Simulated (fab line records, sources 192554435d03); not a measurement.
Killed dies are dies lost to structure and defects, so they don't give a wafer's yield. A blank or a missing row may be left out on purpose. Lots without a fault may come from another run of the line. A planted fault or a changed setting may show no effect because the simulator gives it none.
fab line records | flow n5_finfet
record lots=7 wafers=21
route steps=1938 shown TV_LITHO@1879 PASSIVATION@1930
start_h: hours from the record's first day to the start of the lot's first wafer shown | wait_h: hours since the lot's step before | " the same as in the row above | L1.1+2: a row that stands for several wafers | - no value, or no start given | * or withheld: withheld | < > ~ a bound
route shown NAME@n: a module of which the file shows steps, and the number in the route of the first | usual: mean/standard deviation of fault-free wafers | same: alike in all rows | chamber/n: place in a boat | sites: the reading at each site | _std_site: their standard deviation | _edge_site: outer sites' mean less inner sites' | radius_mm: how far each site lies from the wafer's centre | mask NAME#n: copy n | behind: the tool/chamber that last shaped the wafer | hold: why the lot was held/for how many hours/how that ended | device: the transistor (n, p or np) that didn't switch | end of line: the same wafers' tests at the end of the route | a step without rows: its recipe alone | killed: dies lost to structure and defects at the first sort, not the wafer's yield | map: a wafer's dies, x killed, . not, _ none there
set.NAME: the setting as run; set.NAME@STEP: as run at that earlier step | model.NAME: the simulator's own value behind a step, which no gauge read
lots whose settings were changed on purpose; a table a step, a row a wafer
## steps
# step N5_PASSIVATION_EXPOSE_07
# recipe mask_id=TV na=0.55 source_shape=conventional sigma_outer=0.8 polarization=unpolarized defocus_nm=0 target_cd_nm=3000 dose_mj=22.75
# columns lot.wafer tool chamber start_h wait_h mask set.dose_mj
L079.1 krf_scanner-01 0 330.90 - TV#0 22.75
L079.4+6 " 0 " " TV#0 23.42
L084.2 krf_scanner-01 0 388.85 - TV#0 22.75
L084.3+4 " 0 " " TV#0 21.82
L088.2+6 krf_scanner-02 0 393.70 - TV#0 23.28
L088.4 " 0 " " TV#0 22.75
L086.1+3 krf_scanner-02 0 397.29 - TV#0 23.82
L086.4 " 0 " " TV#0 22.75
L095.1+6 krf_scanner-02 0 443.58 - TV#0 22.75
L095.3 " 0 " " TV#0 22.23
L096.3+5 krf_scanner-01 0 444.43 - TV#0 21.08
L096.6 " 0 " " TV#0 22.75
L097.2+5+6 krf_scanner-02 0 468.06 - TV#0 22.75
# step N5_PASSIVATION_PEB_08
# recipe peb_temp_c=withheld peb_time_s=*
# step N5_PASSIVATION_DEVELOP_09
# recipe develop_time_s=60 rinse_liquid=diw dry=air_spin dev_temp_c=21
# step N5_PASSIVATION_HARDBAKE_11
# recipe temp_c=130 time_s=120
# step N5_PASSIVATION_CD_MEAS_10
# recipe target_cd_nm=3000 landing_energy_ev=500 detector=se_inlens
# usual cd_nm=3000.5/1.9
# columns lot.wafer tool chamber start_h wait_h set.dose_mj@PASSIVATION_EXPOSE_07 cd_nm
L079.1 cd_sem-01 0 331.08 - 22.75 3003.6
L079.4 " 0 " " 23.42 3008.3
L079.6 " 0 " " 23.42 3010.0
L084.2 cd_sem-02 0 389.02 - 22.75 3000.3
L084.3 " 0 " " 21.82 2992.5
L084.4 " 0 " " 21.82 2992.1
L088.2 cd_sem-01 0 393.87 - 23.28 3002.6
L088.4 " 0 " " 22.75 3000.4
L088.6 " 0 " " 23.28 3005.7
L086.1 cd_sem-02 0 397.47 - 23.82 3008.7
L086.3 " 0 " " 23.82 3009.5
L086.4 " 0 " " 22.75 3003.1
L095.1 cd_sem-02 0 443.75 - 22.75 3000.1
L095.3 " 0 " " 22.23 2996.9
L095.6 " 0 " " 22.75 2997.8
L096.3 cd_sem-02 0 444.60 - 21.08 2988.8
L096.5 " 0 " " 21.08 2985.8
L096.6 " 0 " " 22.75 3002.2
L097.2 cd_sem-01 0 468.24 - 22.75 3002.4
L097.5 " 0 " " 22.75 3003.0
L097.6 " 0 " " 22.75 3002.7
# step N5_PASSIVATION_DESCUM_12
# recipe chemistry=O2 time_s=7.9 source_power_w=50 bias_power_w=20 pressure_mtorr=20 rf_frequency_hz=2.712e+07 temp_c=40 o2_flow_sccm=225
# columns lot.wafer tool chamber start_h wait_h set.dose_mj@PASSIVATION_EXPOSE_07 model.TV_LITHO.cd_nm
L079.1 rie_diel-02 1 331.17 0.0 22.75 3004
L079.4 " 2 " " 23.42 3008
L079.6 " 0 " " 23.42 3010
L084.2 rie_diel-02 1 390.38 1.3 22.75 3000
L084.3 " 0 " " 21.82 -
L084.4 " 0 " " 21.82 2992
L088.2 rie_diel-05 2 394.48 0.6 23.28 3003
L088.4 " 2 " " 22.75 3000
L088.6 " 1 " " 23.28 3006
L086.1+3 rie_diel-02 0,1 397.98 0.5 23.82 3009
L086.4 " 1 " " 22.75 3003
L095.1 rie_diel-05 3 444.17 0.4 22.75 3000
L095.3 " 1 " " 22.23 2997
L095.6 " 1 " " 22.75 2998
L096.3 rie_diel-05 3 444.99 0.3 21.08 2989
L096.5 " 1 " " 21.08 2986
L096.6 " 2 " " 22.75 3002
L097.2+5+6 rie_diel-02 2,1,2 468.33 0.0 22.75 3003
# step N5_PASSIVATION_ETCH_54
# recipe chemistry=CHF3/O2 target=SiO2 target_depth_a=8800 CHF3_flow_sccm=50 O2_flow_sccm=5 Ar_flow_sccm=200 time_s=440 mask_material=PR pressure_mtorr=30 source_w=650 bias_w=170 ion_energy_ev=200
# columns lot.wafer tool chamber start_h wait_h set.time_s model.etch.depth_nm model.PASSIVATION.feature_depth_nm
L079.1 rie_diel-06 1 338.22 0.1 440 868.3 868.4
L079.4 " 3 " " 440 881 881
L079.6 " 2 " " 440 886.6 886.6
L084.2 rie_diel-06 3 394.53 0.1 497.5 1006 1006
L084.3 " 1 " " 440 872.4 872.4
L084.4 " 2 " " 440 876.9 877
L088.2 rie_diel-01 3 398.19 0.1 440 884.6 884.6
L088.4 " 2 " " 440 857.8 857.8
L088.6 " 1 " " 440 894.7 894.6
L086.1 rie_diel-04 1 401.62 0.1 402.3 812.8 812.8
L086.3 " 2 " " 440 901.7 901.6
L086.4 " 3 " " 440 889.7 889.6
L095.1 rie_diel-04 2 447.48 0.1 504.8 1037 1037
L095.3 " 3 " " 440 885.2 885.2
L095.6 " 0 " " 440 892.6 892.6
L096.3 rie_diel-06 3 451.03 0.1 440 884.8 884.8
L096.5 " 3 " " 440 877 877
L096.6 " 1 " " 396.1 785.2 785.2
L097.2 rie_diel-06 0 472.10 0.1 440 874.9 875
L097.5 " 2 " " 440 875.4 875.4
L097.6 " 1 " " 440 869.4 869.4
## key
split step=N5_PASSIVATION_EXPOSE_07 setting=dose_mj stated=22.75 by=wafer
response step=N5_PASSIVATION_CD_MEAS_10 reading=cd_nm change=+1.78 per=1% r=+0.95
response step=N5_PASSIVATION_DESCUM_12 reading=model.TV_LITHO.cd_nm change=+1.82 per=1% r=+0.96
split step=N5_PASSIVATION_ETCH_54 setting=time_s stated=440 by=wafer
response step=N5_PASSIVATION_ETCH_54 reading=model.etch.depth_nm change=+9.93 per=1% r=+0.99
response step=N5_PASSIVATION_ETCH_54 reading=model.PASSIVATION.feature_depth_nm change=+9.93 per=1% r=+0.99
